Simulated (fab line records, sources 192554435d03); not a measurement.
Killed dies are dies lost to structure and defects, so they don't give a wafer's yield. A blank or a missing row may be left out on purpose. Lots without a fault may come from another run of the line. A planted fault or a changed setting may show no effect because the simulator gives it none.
Which tool did it? | flow n5_finfet | 9 lots, 27 wafers sampled, at 6 steps of a route of 1938

WHAT THE GAUGES READ, wafer by wafer
N5_BEOL_M4_RC_MEAS_101.
lot  | measured     | on        | DIBL_N (mV/V)
L626 | day 8 04:23  | prober-01 | 35.4 36.9 35.3
L631 | day 9 22:53  | prober-02 | 35.2 36.6 34.1
L632 | day 9 11:10  | prober-02 | 36.7 38.2 37.1
L640 | day 11 17:22 | prober-01 | 37.3 35.6 34.1
L642 | day 12 02:34 | prober-01 | 37.0 35.4 36.2
L643 | day 12 05:52 | prober-01 | 37.3 36.9 38.6
L645 | day 13 02:40 | prober-01 | 38.3 38.3 37.5
L646 | day 13 04:31 | prober-01 | 36.6 37.2 38.2
L648 | day 13 20:48 | prober-02 | 35.1 37.9 37.0

WHICH TOOL RAN EACH LOT (tool, then ch and the chambers of the sampled wafers, then the start)
lot  | N5_BEOL_M4_PECVD_72             | N5_BEOL_M4_SPUTTER_81        | N5_BEOL_M4_SPUTTER_88        | N5_BEOL_M4_ANNEAL_91         | N5_BEOL_M4_CMP_52
L626 | pecvd-01 ch 1,2, day 7 18:21    | pvd_sputter-01, day 8 01:17  | pvd_sputter-01, day 8 01:44  | pvd_sputter-01, day 8 02:02  | cmp-01 ch 0,1, day 8 03:23
L631 | pecvd-01 ch 0,2, day 8 23:43    | pvd_sputter-01, day 9 17:34  | pvd_sputter-01, day 9 18:00  | pvd_sputter-01, day 9 18:18  | cmp-01 ch 1,2,3, day 9 22:07
L632 | pecvd-02 ch 0,1,2, day 9 00:52  | pvd_sputter-03, day 9 08:20  | pvd_sputter-03, day 9 08:47  | pvd_sputter-03, day 9 09:05  | cmp-01 ch 1,2,3, day 9 10:36
L640 | pecvd-01 ch 0,2, day 11 05:37   | pvd_sputter-01, day 11 14:47 | pvd_sputter-01, day 11 15:14 | pvd_sputter-01, day 11 15:32 | cmp-03 ch 0,1, day 11 16:36
L642 | pecvd-03 ch 0,2, day 11 12:28   | pvd_sputter-03, day 12 00:07 | pvd_sputter-03, day 12 00:33 | pvd_sputter-03, day 12 00:51 | cmp-01 ch 0,1,3, day 12 02:02
L643 | pecvd-02 ch 0,1, day 11 13:59   | pvd_sputter-03, day 12 03:26 | pvd_sputter-03, day 12 03:53 | pvd_sputter-03, day 12 04:11 | cmp-04 ch 1,3, day 12 05:17
L645 | pecvd-03 ch 0,1,2, day 12 14:47 | pvd_sputter-01, day 13 00:15 | pvd_sputter-01, day 13 00:41 | pvd_sputter-01, day 13 00:59 | cmp-04 ch 1,3, day 13 02:06
L646 | pecvd-02 ch 0,1,2, day 12 19:48 | pvd_sputter-01, day 13 02:05 | pvd_sputter-01, day 13 02:32 | pvd_sputter-01, day 13 02:50 | cmp-04 ch 0,1, day 13 03:54
L648 | pecvd-03 ch 0,1, day 13 09:59   | pvd_sputter-02, day 13 17:58 | pvd_sputter-02, day 13 18:24 | pvd_sputter-02, day 13 18:42 | cmp-04 ch 0,1,3, day 13 20:02
- N5_BEOL_M4_PECVD_72: deposits SiO2 from TEOS/O2, target thk 16 nm, time 18 s.
- N5_BEOL_M4_SPUTTER_81: material Cu, target thk 4.5 nm, time 8.29 s.
- N5_BEOL_M4_SPUTTER_88: material Cu, target thk 4.5 nm, time 8.29 s.
- N5_BEOL_M4_ANNEAL_91: time 240 s.
- N5_BEOL_M4_CMP_52: polishes, stops on SiOC, t overpolish 6.8 s, target thk 40 nm.

THE ANSWER, worked out from the rows above alone
Rule: what is usual is taken from the lots themselves. Put in order of their means at a reading, lots are off if they are a third of the lots or fewer, leave a main group of 4 or more, and stand apart from it by a gap of 3 or more times the standard deviation of the main group's means; of several such gaps the widest counts. A main group whose means are all the same, to the digits that the tables above print for the reading, isn't used. A lot without any number at a reading at which 4 lots or more have one is off too. The other lots that the step has rows for count as sound.
No lot is off at any reading shown: from this, nothing can be told.

WHAT THE SIMULATOR HAD PUT IN
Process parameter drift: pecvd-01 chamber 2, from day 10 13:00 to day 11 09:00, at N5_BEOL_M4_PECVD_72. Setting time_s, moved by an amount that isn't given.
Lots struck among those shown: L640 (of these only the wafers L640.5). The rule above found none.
